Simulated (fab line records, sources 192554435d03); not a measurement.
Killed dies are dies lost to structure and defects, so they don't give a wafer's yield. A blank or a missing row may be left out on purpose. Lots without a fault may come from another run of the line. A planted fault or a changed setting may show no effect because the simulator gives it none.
fab line records | flow n5_finfet
record lots=7 wafers=21 last_day=17
route steps=1938 shown BEOL_M5@1149 BEOL_M15@1830
lots that met no fault: from a run of the same line without faults
start_h: hours from the record's first day to the start of the lot's first wafer shown | wait_h: hours since the lot's step before | " the same as in the row above | L1.1+2: a row that stands for several wafers | - no value, or no start given | * or withheld: withheld | < > ~ a bound
route shown NAME@n: a module of which the file shows steps, and the number in the route of the first | usual: mean/standard deviation of fault-free wafers | same: alike in all rows | chamber/n: place in a boat | sites: the reading at each site | _std_site: their standard deviation | _edge_site: outer sites' mean less inner sites' | radius_mm: how far each site lies from the wafer's centre | mask NAME#n: copy n | behind: the tool/chamber that last shaped the wafer | hold: why the lot was held/for how many hours/how that ended | device: the transistor (n, p or np) that didn't switch | end of line: the same wafers' tests at the end of the route | a step without rows: its recipe alone | killed: dies lost to structure and defects at the first sort, not the wafer's yield | map: a wafer's dies, x killed, . not, _ none there
set.NAME: the setting as run; set.NAME@STEP: as run at that earlier step | model.NAME: the simulator's own value behind a step, which no gauge read
steps of the route over a sample of lots; a table a step, a row a wafer
services: from which hour (start_h, from the record's first day; less than 0 if before it) a tool's chamber was out of use, for how many hours, and why
## steps
# step N5_BEOL_M5_OVL_MEAS_29
# recipe points_per_wafer=522
# usual V4_OVL=0.2/0.75
# columns lot.wafer tool chamber start_h wait_h V4_OVL[nm]
L422.2 overlay-01 0 210.43 0.0 -0.3
L422.3 " 0 " " 0.2
L422.5 " 0 " " -0.4
L424.2 overlay-01 0 229.14 0.0 -0.2
L424.4 " 0 " " -0.1
L424.5 " 0 " " 0.0
L428.2 overlay-01 0 240.21 0.0 1.0
L428.4 " 0 " " -0.3
L428.5 " 0 " " 0.5
L425.3 overlay-01 0 240.39 0.0 0.8
L425.4 " 0 " " -0.2
L425.5 " 0 " " -0.9
L430.2 overlay-02 0 258.17 0.0 0.5
L430.3 " 0 " " 0.5
L430.4 " 0 " " 0.5
L437.2 overlay-01 0 291.46 0.0 0.1
L437.3 " 0 " " 0.1
L437.5 " 0 " " 1.9
L440.1 overlay-02 0 311.61 0.0 0.4
L440.2 " 0 " " 0.8
L440.4 " 0 " " 0.5
# step N5_BEOL_M5_TRENCH_ETCH_37
# recipe chemistry=C4F6/O2 target_depth_a=716.52 target=SiCOH_lowk time_s=24.7 ion_energy_ev=250 pressure_mtorr=30 source_w=345 bias_w=185 Ar_flow_sccm=300 C4F6_flow_sccm=10 O2_flow_sccm=10
# usual chamber_pressure_mTorr=30.000/0.027 drypump_motor_current_A=5.8/0.48 oes_product_au=0.80/0.083 rf_vpp_V=663/4.5 showerhead_plenum_p_Torr=2.87/0.096 throttle_valve_pct=20.95/0.24
# columns lot.wafer tool chamber start_h wait_h chamber_pressure_mTorr drypump_motor_current_A oes_product_au rf_hours_counter_h rf_vpp_V showerhead_plenum_p_Torr throttle_valve_pct
L422.2 rie_diel-06 0 211.08 - 30.008 5.7 0.85 51 662 2.89 20.61
L422.3 " 1 " " 30.025 5.5 0.72 190 663 2.73 20.95
L422.5 " 3 " " 30.010 6.5 0.82 - 657 2.76 20.90
L424.2 rie_diel-06 0 230.15 - 29.981 5.7 0.84 57 663 2.89 20.63
L424.4 " 1 " " 30.048 5.5 0.73 196 662 2.73 20.95
L424.5 " 3 " " 30.001 6.6 0.82 - 656 2.76 20.90
L428.2 rie_diel-06 0 240.56 - 29.999 5.7 0.90 60 661 2.89 20.64
L428.4 " 1 " " 29.985 5.5 0.71 199 662 2.72 20.96
L428.5 " 2 " " 29.903 6.5 0.76 - 666 2.85 21.08
L425.3 rie_diel-06 2 241.05 - 29.973 6.5 0.75 170 669 2.85 21.08
L425.4 " 1 " " 30.031 5.5 0.71 199 663 2.72 20.95
L425.5 " 0 " " 30.019 5.7 0.90 - 662 2.89 20.65
L430.2 rie_diel-06 3 258.94 - 30.029 6.5 0.81 102 655 2.75 20.92
L430.3 " 1 " " 30.021 5.5 0.71 204 663 2.72 20.96
L430.4 " 0 " " 29.993 5.7 0.89 65 663 2.88 20.65
L437.2 rie_diel-05 1 292.00 - 30.004 5.9 0.73 211 657 2.94 21.14
L437.3 " 0 " " 30.054 5.6 0.89 32 668 2.78 20.54
L437.5 " 2 " " 29.944 5.4 0.71 - 668 2.82 21.31
L440.1 rie_diel-02 0 312.25 - 30.027 5.1 0.85 59 658 3.01 21.20
L440.2 " 1 " " 29.962 5.6 0.72 203 658 2.92 20.96
L440.4 " 2 " " 30.008 5.1 0.77 115 658 2.75 20.83
# step N5_BEOL_M5_OCD_MEAS_38
# usual trench_depth_nm=71.5/1.1
# columns lot.wafer tool chamber start_h wait_h trench_depth_nm
L422.2 ocd-02 - 211.23 - 71.6
L422.3 " - " " 69.6
L422.5 " - " " 71.9
L424.2 ocd-02 - 230.31 - 73.2
L424.4 " - " " 70.3
L424.5 " - " " 72.0
L428.2 ocd-02 - 240.72 - 80.7
L428.4 " - " " 70.3
L428.5 " - " " 71.3
L425.3 ocd-01 - 241.21 - 70.0
L425.4 " - " " 70.2
L425.5 " - " " 81.1
L430.2 ocd-02 - 259.09 - 71.8
L430.3 " - " " 70.1
L430.4 " - " " 79.9
L437.2 ocd-01 - 292.15 - 70.3
L437.3 " - " " 72.2
L437.5 " - " " 70.5
L440.1 ocd-02 - 312.40 - 72.7
L440.2 " - " " 70.4
L440.4 " - " " 70.4
# step N5_BEOL_M5_DEGAS_44
# recipe ambient=vacuum temp_c=250 time_s=60
# usual heater_power_w=326/27
# columns lot.wafer tool chamber start_h wait_h heater_power_w
L422.2 pvd_sputter-01 - 211.87 0.3 328
L422.3 " - " " 312
L422.5 " - " " 350
L424.2 pvd_sputter-02 - 232.43 1.8 355
L424.4 " - " " 323
L424.5 " - " " 343
L428.2 pvd_sputter-01 - 241.61 0.5 315
L428.4 " - " " 317
L428.5 " - " " 265
L425.3 pvd_sputter-01 - 241.79 0.2 350
L425.4 " - " " 315
L425.5 " - " " 262
L430.2 pvd_sputter-03 - 260.30 0.7 347
L430.3 " - " " 339
L430.4 " - " " 280
L437.2 pvd_sputter-02 - 293.42 1.0 323
L437.3 " - " " 348
L437.5 " - " " 337
L440.1 pvd_sputter-02 - 313.22 0.3 341
L440.2 " - " " 347
L440.4 " - " " 346
# step N5_BEOL_M5_SPUTTER_48
# recipe material=Cu target_thk_a=150 temp_c=-20 chamber_pressure_pa=0.07 power_w=withheld time_s=27.62
# usual chuck_sensor_temp_C=-16.2/0.45 throttle_valve_pct=29.6/1.1
# columns lot.wafer tool chamber start_h wait_h chuck_sensor_temp_C throttle_valve_pct
L422.2 pvd_sputter-03 - 214.19 1.6 -16.1 27.7
L422.3 " - " " -15.5 31.3
L422.5 " - " " -16.2 27.9
L424.2 pvd_sputter-03 - 233.03 0.1 -15.4 31.5
L424.4 " - " " -16.2 29.0
L424.5 " - " " -17.0 29.8
L428.2 pvd_sputter-01 - 242.40 0.1 -16.1 29.7
L428.4 " - " " -16.0 30.9
L428.5 " - " " -15.9 28.7
L425.3 pvd_sputter-03 - 242.41 0.1 -15.5 31.3
L425.4 " - " " -17.0 29.8
L425.5 " - " " -16.3 28.7
L430.2 pvd_sputter-03 - 261.18 0.3 -16.3 29.0
L430.3 " - " " -16.8 30.0
L430.4 " - " " -16.2 27.6
L437.2 pvd_sputter-02 - 294.20 0.1 -16.5 30.2
L437.3 " - " " -15.9 28.3
L437.5 " - " " -16.1 29.2
L440.1 pvd_sputter-02 - 314.10 0.4 -16.2 29.1
L440.2 " - " " -16.5 30.0
L440.4 " - " " -17.4 30.1
# step N5_BEOL_M5_THK_MEAS_53
# recipe thk_meas_gauge=xrf reads=Cu_of_BEOL_M5_ECD_50
# usual M5_THK=63.2/1.7
# columns lot.wafer tool chamber start_h wait_h M5_THK[nm]
L422.2 film_metro-02 - 219.47 - 64.2
L422.3 " - " " 61.6
L422.5 " - " " 65.2
L424.2 film_metro-02 - 238.17 - 66.0
L424.4 " - " " 64.3
L424.5 " - " " 65.8
L428.2 film_metro-02 - 247.55 - 70.9
L428.4 " - " " 62.0
L428.5 " - " " 63.3
L425.3 film_metro-02 - 247.71 - 62.2
L425.4 " - " " 61.7
L425.5 " - " " 72.5
L430.2 film_metro-02 - 266.41 - 62.6
L430.3 " - " " 60.9
L430.4 " - " " 73.5
L437.2 film_metro-02 - 299.35 - 59.2
L437.3 " - " " 63.3
L437.5 " - " " 62.1
L440.1 film_metro-01 - 319.24 - 66.1
L440.2 " - " " 60.6
L440.4 " - " " 61.4
# step N5_BEOL_M5_RS_MEAS_57
# recipe thk_meas_gauge=four-point-probe reads=Co_of_BEOL_M5_CO_CAP_78+Cu_of_BEOL_M5_ECD_50+Co_of_BEOL_M5_CVD_47+TaN_of_BEOL_M5_ALD_86
# usual M5_RS=0.387/0.012
# columns lot.wafer tool chamber start_h wait_h M5_RS[ohm/sq]
L422.2 film_metro-02 - 219.73 0.1 0.380
L422.3 " - " " 0.398
L422.5 " - " " 0.372
L424.2 film_metro-02 - 238.46 0.1 0.375
L424.4 " - " " 0.387
L424.5 " - " " 0.376
L428.2 film_metro-01 - 247.81 0.1 0.336
L428.4 " - " " 0.398
L428.5 " - " " 0.385
L425.3 film_metro-01 - 247.97 0.1 0.394
L425.4 " - " " 0.399
L425.5 " - " " 0.329
L430.2 film_metro-01 - 266.67 0.1 0.394
L430.3 " - " " 0.407
L430.4 " - " " 0.327
L437.2 film_metro-02 - 299.63 0.1 0.421
L437.3 " - " " 0.389
L437.5 " - " " 0.398
L440.1 film_metro-02 - 319.50 0.0 0.367
L440.2 " - " " 0.406
L440.4 " - " " 0.401
# step N5_BEOL_M15_RC_MEAS_101
# usual COMB_M10=1.47e-11/2.9e-12 COMB_M11=1.48e-11/2.9e-12 COMB_M12=6.6e-12/1.3e-12 COMB_M13=5.4e-12/1.3e-12 COMB_M14=4.1e-12/8e-13 COMB_M15=2.9e-12/7e-13 COMB_M5=3.6e-11/7.9e-12 COMB_M6=2.6e-11/6.4e-12 COMB_M7=2.6e-11/5.1e-12 COMB_M8=2.6e-11/5.1e-12 COMB_M9=1.5e-11/3.2e-12 COMB_M9_max_site=2.2e-11/5e-12 SERP_M10=3.08/0.077 SERP_M11=3.08/0.077 SERP_M11_max_site=3.18/0.068 SERP_M12=0.639/0.014 SERP_M13=0.309/0.0055 SERP_M14=0.162/0.0031 SERP_M5=38.9/1.3 SERP_M5_max_site=40.5/1.6 SERP_M6=13.8/0.46 SERP_M7=13.9/0.5 SERP_M8=13.8/0.51 SERP_M9=3.07/0.085
# columns lot.wafer tool chamber start_h wait_h COMB_M10[S/m] COMB_M11[S/m] COMB_M12[S/m] COMB_M13[S/m] COMB_M14[S/m] COMB_M15[S/m] COMB_M5[S/m] COMB_M6[S/m] COMB_M7[S/m] COMB_M8[S/m] COMB_M9[S/m] COMB_M9_max_site[S/m] SERP_M10[ohm/um] SERP_M11[ohm/um] SERP_M11_max_site[ohm/um] SERP_M12[ohm/um] SERP_M13[ohm/um] SERP_M14[ohm/um] SERP_M5[ohm/um] SERP_M5_max_site[ohm/um] SERP_M6[ohm/um] SERP_M7[ohm/um] SERP_M8[ohm/um] SERP_M9[ohm/um]
L422.2 prober-02 0 295.41 0.2 1.28e-11 1.52e-11 6.2e-12 8.7e-12 4.8e-12 3.4e-12 2.8e-11 2.3e-11 2.9e-11 2.8e-11 1.7e-11 2.6e-11 3.07 3.00 3.21 0.644 0.311 0.164 37.5 39.0 13.7 14.2 13.8 3.15
L422.3 " 0 " " 1.8e-11 1.35e-11 7.4e-12 6.9e-12 4.2e-12 3.3e-12 3.3e-11 2.7e-11 2.5e-11 3.8e-11 1.4e-11 1.8e-11 2.95 2.96 3.11 0.641 0.311 0.158 40.9 43.8 13.6 13.9 13.3 3.15
L422.5 " 0 " " 1.43e-11 1.38e-11 6.3e-12 5.4e-12 4.7e-12 2.8e-12 4e-11 2.7e-11 2.7e-11 3e-11 1.3e-11 2.8e-11 3.00 3.03 3.13 0.632 0.302 0.159 36.9 38.2 13.0 14.1 14.5 3.10
L424.2 prober-02 0 319.03 0.2 1.92e-11 1.62e-11 5.2e-12 6e-12 5.3e-12 3.5e-12 3.3e-11 2.1e-11 2.9e-11 2.3e-11 1.3e-11 1.8e-11 3.01 3.04 3.12 0.655 0.317 0.163 39.3 41.2 14.3 13.6 14.6 3.18
L424.4 " 0 " " 1.68e-11 1.57e-11 6.2e-12 6.5e-12 5.2e-12 3.7e-12 2.9e-11 2.4e-11 2.5e-11 2.6e-11 1.3e-11 2.2e-11 3.07 3.03 3.12 0.624 0.313 0.162 40.0 41.7 14.4 13.9 14.5 3.16
L424.5 " 0 " " 1.55e-11 1.26e-11 6.9e-12 6.1e-12 3.9e-12 3.8e-12 3e-11 3.2e-11 3.5e-11 3.2e-11 1.1e-11 1.8e-11 3.08 2.98 3.15 0.634 0.308 0.162 38.9 39.6 14.4 14.4 14.1 3.06
L425.3 prober-01 0 320.77 0.3 1.68e-11 1.23e-11 5.3e-12 4.4e-12 4e-12 2.9e-12 2.4e-11 2.2e-11 2.2e-11 2.7e-11 1.3e-11 2.1e-11 3.07 3.14 3.20 0.622 0.312 0.160 39.2 40.1 13.3 14.3 13.3 3.10
L425.4 " 0 " " 1.25e-11 1.45e-11 5.2e-12 3.2e-12 2.8e-12 1.9e-12 2.6e-11 2.3e-11 2e-11 2.8e-11 1.3e-11 1.8e-11 3.09 3.04 3.11 0.633 0.300 0.158 38.5 41.2 13.7 14.8 14.3 3.19
L425.5 " 0 " " 1.19e-11 1.57e-11 3.7e-12 4.6e-12 2.5e-12 2.7e-12 2.5e-11 2.7e-11 2.2e-11 3.2e-11 1.5e-11 2.3e-11 3.24 3.19 3.36 0.612 0.313 0.157 33.2 35.6 13.7 14.5 13.9 3.15
L428.2 prober-02 0 328.44 0.2 1.63e-11 1.49e-11 5.6e-12 4.2e-12 3.6e-12 3.3e-12 3.8e-11 2.8e-11 3.3e-11 2.7e-11 1.3e-11 2e-11 3.09 3.10 3.24 0.660 0.303 0.160 35.1 36.4 14.1 13.6 13.4 3.09
L428.4 " 0 " " 1.55e-11 1.51e-11 6.1e-12 4.3e-12 5.1e-12 3.4e-12 5e-11 2.4e-11 2.6e-11 3.1e-11 1.6e-11 2.3e-11 3.25 3.16 3.21 0.663 0.305 0.165 40.6 41.5 14.1 14.1 12.9 3.12
L428.5 " 0 " " 1.49e-11 1.91e-11 6e-12 6.5e-12 3.1e-12 3.5e-12 3.7e-11 2.6e-11 2.2e-11 2.4e-11 2e-11 3.6e-11 3.21 3.11 3.17 0.676 0.302 0.158 37.8 38.1 14.4 13.7 13.5 3.18
L430.2 prober-02 0 345.63 0.2 1.39e-11 1.18e-11 9.4e-12 4.8e-12 4.4e-12 3.6e-12 2.3e-11 2.6e-11 3e-11 1.5e-11 1.5e-11 1.9e-11 2.99 3.11 3.30 0.629 0.317 0.162 38.2 40.6 14.5 13.3 14.0 3.02
L430.3 " 0 " " 1.73e-11 1.46e-11 5.5e-12 5.2e-12 4.6e-12 4.8e-12 2.7e-11 2.3e-11 2.2e-11 2.6e-11 1.7e-11 2.3e-11 2.96 3.19 3.32 0.657 0.313 0.161 40.6 42.9 13.6 13.8 13.6 3.00
L430.4 " 0 " " 1.64e-11 1.02e-11 8e-12 4.3e-12 5.1e-12 3.5e-12 2.6e-11 3.3e-11 3.2e-11 2.5e-11 1.2e-11 1.9e-11 3.02 3.21 3.30 0.619 0.309 0.171 32.4 33.6 13.6 13.3 13.8 3.09
L437.2 prober-02 0 384.37 0.2 1.83e-11 1.3e-11 5.5e-12 6.4e-12 3.6e-12 2.8e-12 3.2e-11 2.7e-11 1.6e-11 2.2e-11 1.3e-11 1.9e-11 3.06 3.01 3.14 0.630 0.304 0.160 42.3 43.4 13.5 14.4 13.6 2.93
L437.3 " 0 " " 1.44e-11 1.37e-11 8.3e-12 4.7e-12 4.1e-12 2.9e-12 3.5e-11 2.1e-11 2.3e-11 3.4e-11 2e-11 2.9e-11 3.13 3.09 3.13 0.649 0.301 0.159 39.0 41.0 13.3 13.9 14.5 3.09
L437.5 " 0 " " 1.33e-11 1.38e-11 6.7e-12 5.2e-12 4.3e-12 2.6e-12 2.8e-11 3.3e-11 2.4e-11 2.6e-11 1.5e-11 2.1e-11 3.03 3.12 3.19 0.640 0.303 0.160 41.2 42.7 14.1 14.1 14.0 3.10
L440.1 prober-01 0 397.27 0.0 1.43e-11 1.46e-11 5.7e-12 5e-12 4e-12 2.5e-12 4.2e-11 4.7e-11 2.2e-11 2.6e-11 1.7e-11 2.4e-11 3.16 2.90 2.97 0.653 0.308 0.163 37.1 39.9 14.3 14.4 14.1 3.17
L440.2 " 0 " " 1.29e-11 1.58e-11 7.6e-12 4.4e-12 3.7e-12 1.6e-12 6.1e-11 3.3e-11 2.1e-11 2.8e-11 1.3e-11 1.8e-11 3.08 3.11 3.22 0.624 0.306 0.156 39.8 41.5 13.8 14.5 14.2 3.05
L440.4 " 0 " " 1.17e-11 1.56e-11 5.3e-12 3.4e-12 4.7e-12 3.9e-12 4.4e-11 3.2e-11 2.6e-11 2.7e-11 1.3e-11 1.8e-11 3.14 3.05 3.11 0.622 0.303 0.165 42.2 43.5 14.0 14.0 14.2 3.09
# sites SERP_M5 radius_mm=0,75,75,75,75,140,140,140,140
L422.2 37.6 37.5 38.3 37.1 39.0 37.2 36.7 37.1 38.4
L424.2 39.3 39.8 38.2 38.0 39.9 41.2 38.0 37.7 40.2
L425.3 39.6 39.7 39.9 40.1 39.2 36.9 38.0 37.9 37.7
L428.2 34.6 35.1 33.6 34.9 35.3 35.5 35.5 34.5 36.4
L430.2 36.4 38.2 38.0 37.9 37.4 40.6 39.7 39.4 39.4
L437.2 43.3 43.3 41.1 43.4 42.3 43.1 41.7 41.4 41.8
L440.1 34.4 36.7 35.6 35.6 37.1 39.9 38.1 37.3 39.2
## services
# columns tool chamber start_h hours kind
rie_diel-02 2 187.47 42.2 repair
rie_diel-05 - 197.43 0.5 repair
rie_diel-06 2 297.63 7.9 repair
rie_diel-05 3 298.23 8.0 repair
rie_diel-06 - 302.99 14.6 pm
## key
first_sign step=N5_BEOL_M5_OCD_MEAS_38 reading=trench_depth_nm direction=up sigmas=8.4 usual=71.5 struck=80.5
effect step=N5_BEOL_M5_THK_MEAS_53 reading=M5_THK direction=up sigmas=5.5 usual=63.2 struck=72.3
effect step=N5_BEOL_M5_RS_MEAS_57 reading=M5_RS direction=down sigmas=4.7 usual=0.387 struck=0.331
effect step=N5_BEOL_M15_RC_MEAS_101 reading=SERP_M5 direction=down sigmas=4 usual=38.9 struck=33.6
met_at N5_BEOL_M5_TRENCH_ETCH_37
struck_lots L425,L428,L430
struck_wafers L425.5,L428.2,L430.4
not_acting_at N5_BEOL_M5_OVL_MEAS_29,N5_BEOL_M5_DEGAS_44,N5_BEOL_M5_SPUTTER_48
onset_between 230.15 240.56
fault kind=process_parameter_drift tool=rie_diel-06 chamber=0 onset_h=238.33 steps=N5_BEOL_M5_TRENCH_ETCH_37 channel=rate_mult offset=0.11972 shape=step end_h=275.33
